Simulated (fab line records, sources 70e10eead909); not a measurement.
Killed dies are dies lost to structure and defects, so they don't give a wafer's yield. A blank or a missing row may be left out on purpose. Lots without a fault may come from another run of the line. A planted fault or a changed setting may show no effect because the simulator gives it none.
fab line records | flow nand_harc
record lots=13 wafers=39 last_day=24
route steps=1159 shown P_BONDPAD@369 A_ZERO_WELL@404 A_ONON_D1@430
lots that met no fault: from a run of the same line without faults
start_h: hours from the record's first day to the start of the lot's first wafer shown | wait_h: hours since the lot's step before | " the same as in the row above | L1.1+2: a row that stands for several wafers | - no value, or no start given | * or withheld: withheld | < > ~ a bound
route shown NAME@n: a module of which the file shows steps, and the number in the route of the first | usual: mean/standard deviation of fault-free wafers | same: alike in all rows | chamber/n: place in a boat | sites: the reading at each site | _std_site: their standard deviation | _edge_site: outer sites' mean less inner sites' | radius_mm: how far each site lies from the wafer's centre | mask NAME#n: copy n | behind: the tool/chamber that last shaped the wafer | hold: why the lot was held/for how many hours/how that ended | device: the transistor (n, p or np) that didn't switch | end of line: the same wafers' tests at the end of the route | a step without rows: its recipe alone | killed: dies lost to structure and defects at the first sort, not the wafer's yield | map: a wafer's dies, x killed, . not, _ none there
set.NAME: the setting as run; set.NAME@STEP: as run at that earlier step | model.NAME: the simulator's own value behind a step, which no gauge read
steps of the route over a sample of lots; a table a step, a row a wafer
services: from which hour (start_h, from the record's first day; less than 0 if before it) a tool's chamber was out of use, for how many hours, and why
## steps
# step NHARC_P_BONDPAD_ETCH_12
# recipe target_depth_a=2000 time_s=100 chf3_flow_sccm=50 o2_flow_sccm=10 ar_flow_sccm=200 rf_w=500 bias_w=200 chemistry=CHF3/O2
# usual drypump_motor_current_A=5.8/0.3 oes_product_au=0.946/0.026 rf_vpp_V=370.2/2.4 showerhead_plenum_p_Torr=2.39/0.11 throttle_valve_pct=20.574/0.0094
# columns lot.wafer tool chamber start_h wait_h drypump_motor_current_A oes_product_au rf_hours_counter_h rf_vpp_V showerhead_plenum_p_Torr throttle_valve_pct
L822.4 rie_diel-04 2 - - 6.3 0.962 2 371.1 2.43 20.560
L822.1 " 3 " " 6.0 0.981 2 373.2 2.56 20.594
L822.5 " 1 " " 5.7 0.972 - 370.3 2.37 20.565
L824.2 rie_diel-04 2 - - 6.3 0.981 2 371.6 2.43 20.570
L824.4 " 0 " " 5.6 0.967 2 367.8 2.27 20.566
L824.6 " 2 " " 6.3 0.991 - 370.5 2.43 20.565
L825.3 rie_diel-04 0 - - 5.6 0.906 2 367.7 2.27 20.579
L825.1 " 2 " " 6.3 0.920 3 371.1 2.43 20.587
L825.5 " 0 " " 5.6 0.921 - 367.3 2.26 20.564
L827.4 rie_diel-04 0 - - 5.6 0.962 3 367.1 2.27 20.581
L827.3 " 1 " " 5.7 0.970 3 368.8 2.37 20.583
L827.5 " 1 " " 5.7 0.967 - 369.2 2.37 20.585
L835.3 rie_diel-13 3 - - 5.4 0.944 42 370.5 2.37 20.575
L835.6 " 0 " " 5.4 0.958 - 370.0 2.40 20.565
L835.5 " 1 " " 6.3 0.977 - 366.9 2.29 20.585
L832.4 rie_diel-04 1 - - 5.7 0.923 7 369.1 2.36 20.561
L832.5 " 3 " " 6.0 0.920 - 373.1 2.56 20.580
L832.6 " 0 " " 5.6 0.923 - 367.7 2.26 20.579
L833.3 rie_diel-02 2 - - 5.9 0.977 19 369.3 2.30 20.571
L833.1 " 0 " " 5.2 0.952 17 372.5 2.45 20.583
L833.2 " 1 " " 5.4 0.959 17 366.2 2.27 20.568
L834.4 rie_diel-04 2 - - 6.3 0.928 10 370.3 2.42 20.584
L834.1 " 0 " " 5.5 0.925 9 367.1 2.26 20.590
L834.6 " 2 " " 6.3 0.925 - 370.9 2.42 20.571
L836.1 rie_diel-04 3 - - 6.0 0.965 10 371.5 2.56 20.575
L836.3 " 0 " " 5.6 0.978 9 367.2 2.26 20.567
L836.6 " 1 " " 5.7 0.967 - 369.1 2.36 20.563
L840.2 rie_diel-04 1 - - 5.7 0.921 10 370.5 2.36 20.570
L840.1 " 2 " " 6.2 0.919 11 370.2 2.42 20.577
L840.6 " 1 " " 5.7 0.910 - 369.7 2.36 20.587
L839.2 rie_diel-04 3 - - 6.0 0.928 11 371.8 2.56 20.577
L839.5 " 0 " " 5.6 0.931 - 367.4 2.26 20.553
L839.6 " 1 " " 5.7 0.912 - 370.0 2.36 20.555
L843.3 rie_diel-04 0 - - 5.6 0.981 13 367.3 2.26 20.567
L843.4 " 1 " " 5.7 0.963 13 371.9 2.36 20.563
L843.2 " 2 " " 6.2 0.976 14 371.6 2.42 20.580
L844.1 rie_diel-13 3 - - 5.4 0.920 64 371.2 2.36 20.593
L844.4 " 0 " " 5.5 0.913 66 369.8 2.39 20.590
L844.5 " 2 " " 5.6 0.928 - 366.8 2.22 20.576
# step NHARC_A_ZERO_WELL_ETCH_19
# recipe target_depth_a=800 overetch_a=240 time_s=87.88 ion_energy_ev=200 n2_flow_sccm=150 h2_flow_sccm=150 ar_flow_sccm=0 rf_w=400 bias_w=150 chemistry=N2/H2
# usual drypump_motor_current_A=5.64/0.2 oes_product_au=0.997/0.0072 rf_vpp_V=431.1/2.1 showerhead_plenum_p_Torr=2.06/0.075 throttle_valve_pct=14.172/0.0087
# columns lot.wafer tool chamber start_h wait_h drypump_motor_current_A oes_product_au rf_hours_counter_h rf_vpp_V showerhead_plenum_p_Torr throttle_valve_pct
L822.1 rie_diel-06 2 144.74 0.1 5.83 1.002 4 432.8 2.11 14.175
L822.4 " 1 " " 5.61 1.000 5 430.6 2.06 14.168
L822.5 " 2 " " 5.82 0.998 - 432.5 2.11 14.181
L824.2 rie_diel-08 1 148.75 0.1 5.52 0.994 2 431.6 2.05 14.184
L824.6 " 1 " " 5.52 0.988 - 431.7 2.05 14.188
L824.4 " 0 " " 5.83 0.993 - 432.9 2.10 14.168
L825.1 rie_diel-08 3 157.12 0.1 5.54 1.001 4 429.7 1.97 14.173
L825.3 " 2 " " 5.72 0.991 1 431.9 2.09 14.156
L825.5 " 0 " " 5.85 1.000 - 431.8 2.10 14.170
L827.3 rie_diel-08 3 168.09 0.1 5.49 1.005 5 428.3 1.97 14.173
L827.4 " 0 " " 5.83 1.002 5 433.3 2.10 14.174
L827.5 " 3 " " 5.52 1.001 - 428.6 1.97 14.179
L835.3 rie_diel-08 2 213.99 0.1 5.74 1.005 6 431.2 2.09 14.184
L835.5 " 0 " " 5.84 0.995 - 433.7 2.10 14.179
L835.6 " 1 " " 5.51 0.997 - 432.0 2.05 14.175
L832.4 rie_diel-08 1 214.73 0.1 5.50 1.006 10 430.0 2.05 14.178
L832.5 " 2 " " 5.73 1.001 - 433.0 2.09 14.189
L832.6 " 3 " " 5.49 1.002 - 428.5 1.97 14.167
L833.1 rie_diel-08 1 215.35 0.1 5.50 1.000 10 431.7 2.05 14.169
L833.3 " 2 " " 5.73 0.994 6 433.2 2.09 14.168
L833.2 " 3 " " 5.51 0.990 10 427.5 1.97 14.169
L834.1 rie_diel-08 3 230.68 0.1 5.52 1.001 12 427.8 1.97 14.171
L834.4 " 0 " " 5.84 0.985 13 431.5 2.10 14.187
L834.6 " 2 " " 5.71 0.995 - 433.1 2.09 14.165
L836.1 rie_diel-08 2 231.38 0.1 5.72 1.005 8 431.3 2.09 14.189
L836.3 " 3 " " 5.51 1.002 12 428.0 1.97 14.162
L836.6 " 1 " " 5.52 1.000 - 431.1 2.04 14.172
L840.2 rie_diel-08 1 239.86 0.1 5.52 0.992 12 431.7 2.04 14.164
L840.1 " 2 " " 5.72 1.006 9 431.2 2.09 14.182
L840.6 " 0 " " 5.84 0.999 - 432.3 2.10 14.161
L839.2 rie_diel-08 2 245.72 0.1 5.75 0.997 9 432.1 2.09 14.190
L839.5 " 0 " " 5.84 0.991 - 430.8 2.10 14.161
L839.6 " 1 " " 5.51 0.984 - 431.3 2.04 14.177
L843.3 rie_diel-05 0 269.53 0.1 5.43 1.001 6 434.3 2.21 14.168
L843.4 " 1 " " 5.91 0.997 5 428.7 1.94 14.173
L843.2 " 2 " " 5.70 0.999 5 427.9 1.94 14.162
L844.1 rie_diel-08 0 277.50 0.1 5.82 1.005 18 430.7 2.10 14.167
L844.4 " 2 " " 5.71 1.007 - 432.5 2.09 14.159
L844.5 " 0 " " 5.85 0.999 - 432.5 2.10 14.182
# step NHARC_A_ZERO_WELL_INSPECT_17
# usual raw_defect_count=11/5.2
# columns lot.wafer tool chamber start_h wait_h raw_defect_count
L822.1 defect_inspect-02 - 146.02 0.2 4
L822.4 " - " " 7
L822.5 " - " " 10
L824.2 defect_inspect-02 - 150.17 0.3 4
L824.4 " - " " 15
L824.6 " - " " 10
L825.1 defect_inspect-01 - 158.34 0.2 11
L825.3 " - " " 15
L825.5 " - " " 15
L827.3 defect_inspect-01 - 169.57 0.1 10
L827.4 " - " " 10
L827.5 " - " " 9
L835.3 defect_inspect-02 - 215.20 0.1 14
L835.5 " - " " 5
L835.6 " - " " 14
L832.4 defect_inspect-02 - 215.94 0.1 15
L832.5 " - " " 11
L832.6 " - " " 12
L833.1 defect_inspect-01 - 216.57 0.2 17
L833.2 " - " " 11
L833.3 " - " " 14
L834.1 defect_inspect-01 - 231.89 0.2 11
L834.4 " - " " 16
L834.6 " - " " 19
L836.1 defect_inspect-01 - 232.59 0.2 8
L836.3 " - " " 12
L836.6 " - " " 18
L840.1 defect_inspect-01 - 241.11 0.2 7
L840.2 " - " " 9
L840.6 " - " " 12
L839.2 defect_inspect-02 - 246.93 0.1 6
L839.5 " - " " 11
L839.6 " - " " 6
L843.2 defect_inspect-01 - 270.97 0.1 12
L843.3 " - " " 10
L843.4 " - " " 9
L844.1 defect_inspect-01 - 278.87 0.2 8
L844.4 " - " " 13
L844.5 " - " " 21
# step NHARC_A_ONON_D1_DEP_09
# recipe target_thk_a=10000 n2_flow_sccm=2750 n2o_flow_sccm=2000 nh3_flow_sccm=500 sih4_flow_sccm=210 temp_c=400
# columns lot.wafer tool chamber start_h wait_h
L822.1+4+5 pecvd_onon-02 0 167.25 0.1
L824.2+4+6 pecvd_onon-01 0 174.63 0.1
L825.1+3+5 pecvd_onon-04 0 186.25 0.1
L827.3+4+5 pecvd_onon-01 0 192.79 0.2
L833.1+2+3 pecvd_onon-02 0 237.61 0.1
L832.4+5+6 pecvd_onon-01 0 237.92 0.4
L835.3+5+6 pecvd_onon-02 0 238.08 0.2
L834.1+4+6 pecvd_onon-04 0 254.31 0.1
L836.1+3+6 pecvd_onon-02 0 254.48 0.1
L840.1+2+6 pecvd_onon-04 0 263.53 0.1
L839.2+5+6 pecvd_onon-02 0 272.92 0.1
L843.2+3+4 pecvd_onon-04 0 292.07 0.1
L844.1+4+5 pecvd_onon-01 0 301.39 0.2
# step NHARC_A_ONON_D1_THK_MEAS_11
# recipe thk_meas_gauge=ellipsometry
# usual thk_nm=1001/10
# columns lot.wafer tool chamber start_h wait_h thk_nm
L822.1 film_metro-01 - 167.76 - 1008
L822.4 " - " " 1007
L822.5 " - " " 1009
L824.2 film_metro-01 - 175.09 - 999
L824.4 " - " " 998
L824.6 " - " " 998
L825.1 film_metro-02 - 186.76 - 1011
L825.3 " - " " 1011
L825.5 " - " " 1010
L827.3 film_metro-02 - 193.18 - 981
L827.4 " - " " 981
L827.5 " - " " 982
L833.1 film_metro-02 - 238.11 - 999
L833.2 " - " " 1001
L833.3 " - " " 998
L832.4 film_metro-01 - 238.25 - 992
L832.5 " - " " 967
L832.6 " - " " 992
L835.3 film_metro-01 - 238.47 - 989
L835.5 " - " " 990
L835.6 " - " " 992
L834.1 film_metro-02 - 254.83 - 1009
L834.4 " - " " 1008
L834.6 " - " " 1009
L836.1 film_metro-01 - 254.98 - 989
L836.3 " - " " 988
L836.6 " - " " 988
L840.1 film_metro-02 - 264.04 - 1027
L840.2 " - " " 1028
L840.6 " - " " 1028
L839.2 film_metro-01 - 273.37 - 997
L839.5 " - " " 1001
L839.6 " - " " 998
L843.2 film_metro-02 - 292.53 - 1002
L843.3 " - " " 1001
L843.4 " - " " 1000
L844.1 film_metro-01 - 301.89 - 1000
L844.4 " - " " 999
L844.5 " - " " 999
## services
# columns tool chamber start_h hours kind
rie_diel-08 - 124.80 9.0 pm
rie_diel-08 0 124.80 9.0 vent_cycle
rie_diel-05 2 139.94 7.5 repair
rie_diel-08 2 142.47 13.4 repair
rie_diel-02 - 151.15 9.0 pm
rie_diel-05 - 163.60 9.0 pm
rie_diel-06 3 170.80 5.3 repair
pecvd_onon-01 - 195.00 13.0 pm
rie_diel-13 - 230.64 1.0 repair
pecvd_onon-04 - 237.00 13.0 pm
rie_diel-06 - 241.20 9.0 pm
rie_diel-02 3 242.74 16.8 repair
rie_diel-04 3 247.46 5.2 repair
rie_diel-13 3 247.91 3.9 repair
rie_diel-08 1 254.56 3.7 repair
rie_diel-05 - 270.63 0.3 repair
rie_diel-08 3 275.15 3.4 repair
rie_diel-13 - 276.04 9.0 pm
rie_diel-06 - 277.03 1.1 repair
rie_diel-06 1 279.67 17.4 repair
rie_diel-04 - 289.13 9.0 pm
rie_diel-06 3 290.08 19.7 repair
pecvd_onon-02 - 292.00 13.0 pm
rie_diel-13 0 298.36 4.0 repair
## key
first_sign step=NHARC_A_ONON_D1_THK_MEAS_11 reading=thk_nm direction=down sigmas=3.3 usual=1001 struck=967
effect none on later readings
met_at NHARC_A_ONON_D1_DEP_09
struck_lots L832
struck_wafers L832.5
sort_left_out L832.5
tester_left_out L832
not_acting_at NHARC_P_BONDPAD_ETCH_12,NHARC_A_ZERO_WELL_ETCH_19,NHARC_A_ZERO_WELL_INSPECT_17
onset_between 192.79 237.92
fault kind=process_parameter_drift tool=pecvd_onon-01 chamber=- onset_h=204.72 steps=NHARC_A_ONON_D1_DEP_09 channel=target_thk_a offset=* shape=step end_h=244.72 scope=struck_wafers_only acts_in=* stated=*
# tester_left_out: of these lots the tester's yield and bins aren't shown, on N5 and GAA mostly nor the transistor test; their killed dies are dies lost to structure and defects alone, not to doping, threshold or leakage, so they don't give the yield
# sort_left_out: the simulated sort isn't trusted on such a fault, so these wafers' sort isn't shown, and their yield isn't known
